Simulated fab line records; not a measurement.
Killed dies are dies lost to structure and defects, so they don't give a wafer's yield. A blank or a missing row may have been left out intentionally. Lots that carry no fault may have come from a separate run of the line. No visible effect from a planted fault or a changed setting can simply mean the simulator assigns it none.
Lot-split experiment | flow n5Finfet | 7 lots, 39 wafers read, on a route of 1938 steps

ON THE SPLIT
At N5_DUMMY_GATE_EXPOSE_12 (exposes mask GATE, target cd 25 nm), the setting doseMj was moved away from the recipe's 34 on 15 of the 39 wafers read, by -6.6% to +7.4%. This setting was run at the recipe's value on the other wafers.

FROM THE SPLIT TO THE READING: what the file shows between them, 2 steps
- N5_DUMMY_GATE_PEB_13: peb time 60 s
- N5_DUMMY_GATE_DEVELOP_14: develop time 30 s

THE READING
At N5_DUMMY_GATE_CD_MEAS_15: cdNm in nanometres, against a target cd of 25.8 nm. A value of 24.98 nm with a standard deviation of 0.24 nm is what fault-free wafers of this fab line usually give.

wafer  | tool, chamber at the split | doseMj as run | against the recipe | cdNm, nm | against lot-mates on the recipe
L075.1 | euvScanner-02, 0           | 32.26         | -5.1%              | 26.10    | +1.05
L075.2 | euvScanner-02, 0           | 32.26         | -5.1%              | 26.26    | +1.21
L075.3 | euvScanner-02, 0           | 34            | recipe             | 24.76    | -
L075.4 | euvScanner-02, 0           | 34            | recipe             | 25.05    | -
L075.5 | euvScanner-02, 0           | 34            | recipe             | 25.34    | -
L075.6 | euvScanner-02, 0           | 32.26         | -5.1%              | 25.61    | +0.56
L076.1 | euvScanner-01, 0           | 34            | recipe             | 25.11    | -
L076.2 | euvScanner-01, 0           | 34            | recipe             | 24.72    | -
L076.3 | euvScanner-01, 0           | 34            | recipe             | 25.16    | -
L076.4 | euvScanner-01, 0           | 34            | recipe             | 24.74    | -
L076.5 | euvScanner-01, 0           | 34            | recipe             | 24.93    | -
L076.6 | euvScanner-01, 0           | 34            | recipe             | 24.55    | -
L077.1 | euvScanner-01, 0           | 34            | recipe             | 24.78    | -
L077.2 | euvScanner-01, 0           | 34            | recipe             | 25.19    | -
L077.3 | euvScanner-01, 0           | 36.5          | +7.4%              | 23.38    | -1.73
L077.4 | euvScanner-01, 0           | 36.5          | +7.4%              | 23.51    | -1.60
L077.5 | euvScanner-01, 0           | 34            | recipe             | 25.36    | -
L077.6 | euvScanner-01, 0           | 36.5          | +7.4%              | 24.12    | -0.99
L082.1 | euvScanner-02, 0           | 34            | recipe             | 24.82    | -
L082.2 | euvScanner-02, 0           | 34.7          | +2.1%              | 24.34    | -0.53
L082.3 | euvScanner-02, 0           | 34            | recipe             | 24.78    | -
L082.4 | euvScanner-02, 0           | 34.7          | +2.1%              | 24.47    | -0.40
L082.5 | euvScanner-02, 0           | 34            | recipe             | 25.02    | -
L082.6 | euvScanner-02, 0           | 34.7          | +2.1%              | 24.68    | -0.19
L083.1 | euvScanner-01, 0           | 34            | recipe             | 24.57    | -
L083.2 | euvScanner-01, 0           | 32.8          | -3.5%              | 25.81    | +1.11
L083.3 | euvScanner-01, 0           | 32.8          | -3.5%              | 25.78    | +1.08
L083.4 | euvScanner-01, 0           | 34            | recipe             | 25.05    | -
L083.5 | euvScanner-01, 0           | 32.8          | -3.5%              | 25.65    | +0.95
L083.6 | euvScanner-01, 0           | 34            | recipe             | 24.49    | -
L087.2 | euvScanner-01, 0           | 34            | recipe             | 24.65    | -
L087.3 | euvScanner-01, 0           | 34            | recipe             | 24.96    | -
L087.4 | euvScanner-01, 0           | 34            | recipe             | 24.79    | -
L089.1 | euvScanner-02, 0           | 31.77         | -6.6%              | 26.20    | +1.16
L089.2 | euvScanner-02, 0           | 31.77         | -6.6%              | 26.24    | +1.20
L089.3 | euvScanner-02, 0           | 34            | recipe             | 25.38    | -
L089.4 | euvScanner-02, 0           | 31.77         | -6.6%              | 26.10    | +1.06
L089.5 | euvScanner-02, 0           | 34            | recipe             | 24.87    | -
L089.6 | euvScanner-02, 0           | 34            | recipe             | 24.86    | -

THE FIT
A straight line over all 39 wafers: cdNm changes by -0.19 nm for each +1% of doseMj; r = -0.93; the points scatter about the line by 0.25 nm.
The same after taking each lot's own level away (the mean of its wafers on the recipe; 39 wafers): -0.195 nm for each +1%; r = -0.94; scatter 0.24 nm.
According to that fit, moving doseMj by its largest amount changes the reading by 1.4 nm.
Across the lots, their own levels run from 24.703 to 25.110 nm, a range of 1.7 times the standard deviation given above.
Consequently the slope shifts little with the lot-to-lot level, the two slopes agreeing.
Check: with one of the wafers moved furthest among these (+7.4%) left out of the fit, the line predicts -1.35 nm for it against its lot-mates. Against them it came out at -1.73 nm.

OTHER SPLITS ON THESE WAFERS
Other splits were also applied to these wafers ahead of the reading. Each is held against what the fit with the lots' levels taken away leaves over:
other split on the same wafers | wafers away from the commonest value | r with cdNm (lot level and that fit taken away)
N5_FIN_CUT_CUT_ETCH_15 timeS   | 12                                   | +0.13

THE WHOLE CHAIN: every reading that the file lists as answering this split, in the file's order
step                     | what it does                             | reading                                                          | change (the file's fit)               | r (the file's)
N5_DUMMY_GATE_CD_MEAS_15 | target cd 25.8 nm                        | cdNm                                                             | -0.195 nm for each +1% of the setting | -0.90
N5_DUMMY_GATE_TRIM_49    | chemistry O2, time 29 s, target cd 14 nm | DUMMY_GATE.cdNm (the simulator's own value, which no gauge read) | -0.164 nm for each +1% of the setting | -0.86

FILE'S OWN FIT
cdNm changes by -0.195 nm for each +1% of doseMj, r = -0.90.
